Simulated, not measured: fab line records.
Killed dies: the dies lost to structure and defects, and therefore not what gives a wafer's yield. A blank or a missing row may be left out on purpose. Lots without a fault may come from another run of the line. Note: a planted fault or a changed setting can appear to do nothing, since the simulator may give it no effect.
Problem report, 8D (eight disciplines) form, completed by code | flow n5-finfet | the parts of the form that need people (team, actions taken, sign-off) are left out

== 1. WHAT WENT WRONG ==
Mean M0_RS at N5_BEOL_M0_RS_MEAS_126: 0.294 ohm/sq over 3 wafers in 2 lots; fault-free wafers: 0.531 ohm/sq, standard deviation 0.013. Relative to the usual mean, that is a shift of -18 standard deviations.
The step: measures by four-point-probe.
Earliest sighting: wafer L162.5 on film-metro-01 at day 10 03:45. At this step, 30 wafers from 10 lots have a number in the record. Rule for "out" (also "out of limits"): further than 4 standard deviations from the usual mean. Any other wafer with a number is counted as sound.

== 2. WHAT IT IS, AND WHAT IT ISN'T ==
question                    | is                     | is not
which readings at this step | M0_RS                  | -
which lots                  | L162, L163             | L147, L149, L150, L154, L157, L159, L161, L164
which wafers of those lots  | L162.5, L163.3, L163.4 | L162.1, L162.6, L163.2
read on which gauges        | film-metro-01          | film-metro-02
when                        | from day 10 03:45      | up to then (23 sound wafers); but 4 sound wafers of L163, L164 came after

== 3. WHAT RULES OUT EACH SUSPECT ==
Counting: a tool at a process step up to the reading stays a suspect if it ran every lot that is out. Sound lots after the first of them don't rule it out here, since some wafers of a struck lot are sound.
- the gauge at N5_BEOL_M0_RS_MEAS_126: kept. All the wafers that are out were read on film-metro-01, and no step on other tools shows them out.
- pecvd-01 at N5_BEOL_M0_SAQP_ILD_DEP_01 (deposits SiOC from DEMS/O2, target thk 45.419 nm, time 8.7 s): kept. Ran every lot that is out, first one L162 (day 9 11:19); last sound lot up to then L161 (day 9 04:45).
- pvd-sputter-03 at N5_BEOL_M0_SPUTTER_116 (material Cu, target thk 4 nm, time 7.37 s): kept. Ran every lot that is out, first one L162 (day 10 01:59); last sound lot up to then L161 (day 9 16:25).
- pvd-sputter-03 at N5_BEOL_M0_SPUTTER_132 (material Cu, target thk 4 nm, time 7.37 s): kept. Ran every lot that is out, first one L162 (day 10 02:07); last sound lot up to then L161 (day 9 16:32).
Left after counting: pecvd-01 at N5_BEOL_M0_SAQP_ILD_DEP_01, pvd-sputter-03 at N5_BEOL_M0_SPUTTER_116, pvd-sputter-03 at N5_BEOL_M0_SPUTTER_132, film-metro-01 at N5_BEOL_M0_RS_MEAS_126.

== 4. THE CAUSE (what the simulator had put in) ==
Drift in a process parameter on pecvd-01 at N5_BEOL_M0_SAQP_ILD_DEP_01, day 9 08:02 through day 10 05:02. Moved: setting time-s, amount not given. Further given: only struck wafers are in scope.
This tool is one of the 4 suspects left after counting.

== 5. SEQUENCE OF EFFECTS, ordered by route ==
Each row: a reading whose mean over the struck wafers that have a number lies more than 3 standard deviations from the usual. Only readings whose record carries a usual standard deviation are examined. hours: median over the lots of the time between each lot's start at the first step of this table that gives one and its start at this step. sigmas: the change, counted in usual standard deviations.
hours | step                   | reading | usual        | on struck wafers | change | sigmas
0     | N5_BEOL_M0_RS_MEAS_126 | M0_RS   | 0.531 ohm/sq | 0.294            | -0.237 | -18
Later measuring or inspecting steps at which every struck wafer that the step has a row for has a number for every such reading, and none has moved that far: N5_BEOL_M4_RC_MEAS_101.

== 6. WHAT WOULD HAVE CAUGHT IT SOONER ==
The first out-of-limits reading at a measuring or inspecting step in this record came at day 10 03:45, 20 hours after the fault's start at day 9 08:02.
Tool readings at N5_BEOL_M0_SAQP_ILD_DEP_01 with a usual standard deviation given in the record: none out on any struck wafer, hence no alarm at a limit of 4 standard deviations on them.
Each of the lots that are out, 2 in all, had begun N5_BEOL_M0_SAQP_ILD_DEP_01 on pecvd-01 no later than day 10 03:45. Holding the tool at that point would not have protected any of them.
